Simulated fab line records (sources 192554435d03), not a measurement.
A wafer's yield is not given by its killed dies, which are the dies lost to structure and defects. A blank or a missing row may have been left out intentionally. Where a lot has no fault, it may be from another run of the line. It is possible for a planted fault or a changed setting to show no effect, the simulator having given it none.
Comparing a struck lot with a sound one ; flow n5_finfet ; 21 steps out of a route of 1938
Sound: wafers L355.1, L355.3, L355.4. Wafers struck: L343.2, L343.5, L343.6. The cause is named last.
Order at every step that has rows: each side's tool, ch and its chambers, its first start. Under that, the readings that differ: sound wafers ; struck wafers ; difference of the means ; sigmas: that difference in standard deviations of wafers without a fault.
alike: same words and numbers on both sides, and readings whose means sit less than 2 such deviations apart. not compared: any withheld reading, any reading some wafer has no value for, any bound like >300 that may hide the same value, and any number with overlapping values for which the record gives no deviation.
The two part at a step that has a row with sigmas, a row that says differs or no value, or rows on one side only. Numbers that have no deviation but don't overlap get no sigmas and don't part them. A reading missing from all wafers of one side parts the sides only when that side holds two or more wafers.

first, 11 steps without rows for these wafers: N5_BEOL_M5_DESCUM_16 (chemistry O2, time 7 s); N5_BEOL_M5_ETCH_72 (etches underlayer in N2/H2, target depth 6.5 nm, time 5.2 s); N5_BEOL_M5_ETCH_61 (etches SiARC in CF4, target depth 15.6 nm, time 26 s); N5_BEOL_M5_ETCH_62 (etches SOC in N2/H2, target depth 75 nm, overetch 15 nm, time 112.5 s); N5_BEOL_M5_STRIP_63 (strips in N2/H2); N5_BEOL_M5_STRIP_73 (strips in N2/H2); N5_BEOL_M5_STRIP_64 (strips in CF4); N5_BEOL_M5_HM_OPEN_17 (chemistry Cl2/BCl3, target TiN, target depth 20 nm, overetch 6 nm); N5_BEOL_M5_STRIP_19 (strips in O2); N5_BEOL_M5_COAT_65 (time 60 s, resist thk 60 nm); N5_BEOL_M5_COAT_66 (time 60 s, resist thk 12 nm).
N5_BEOL_M5_COAT_74: time 60 s, resist thk 5 nm.
  sound on litho_track-01 ch 0, day 14 06:02; struck on litho_track-03 ch 0, day 11 08:43
reading;sound;struck;difference;sigmas
spin_speed_rpm (rpm);1500.7 1501.3 1498.7;1610.4 1611.2 1611.3;+110.7;+99 or more
then, 7 steps without rows for these wafers: N5_BEOL_M5_COAT_22 (resist thk 30 nm); N5_BEOL_M5_EBR_24; N5_BEOL_M5_SOFTBAKE_23 (time 60 s); N5_BEOL_M5_EXPOSE_25 (exposes mask V4, defocus 10 nm); N5_BEOL_M5_PEB_26 (peb time 60 s); N5_BEOL_M5_DEVELOP_27 (develop time 30 s); N5_BEOL_M5_DESCUM_33 (chemistry O2, time 7 s).
N5_BEOL_M5_ETCH_75: etches underlayer in N2/H2, target depth 6.5 nm, time 5.2 s.
  sound on rie_diel-04 ch 0,1,3, day 14 06:28; struck on rie_diel-04 ch 0,1,2, day 11 09:50
reading;sound;struck;difference;sigmas
model.etch.depth_nm (nm);5.012 4.996 5.012;4.823 4.821 4.818;-0.186;
  alike: drypump_motor_current_A, etch_rf_on_time_s, oes_product_au, rf_vpp_V, showerhead_plenum_p_Torr, throttle_valve_pct
  not compared: rf_hours_counter_h
then, 1 step without rows for these wafers: N5_BEOL_M5_ETCH_67 (etches SiARC in CF4, target depth 15.6 nm, time 26 s).

WHERE THEY PART
N5_BEOL_M5_COAT_74 only, going by this record. Later steps at which nothing parts them and some readings are alike: N5_BEOL_M5_ETCH_75.

WHY: whatever the simulator had introduced
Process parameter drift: litho_track-03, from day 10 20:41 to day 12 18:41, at N5_BEOL_M5_COAT_74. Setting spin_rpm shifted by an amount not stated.
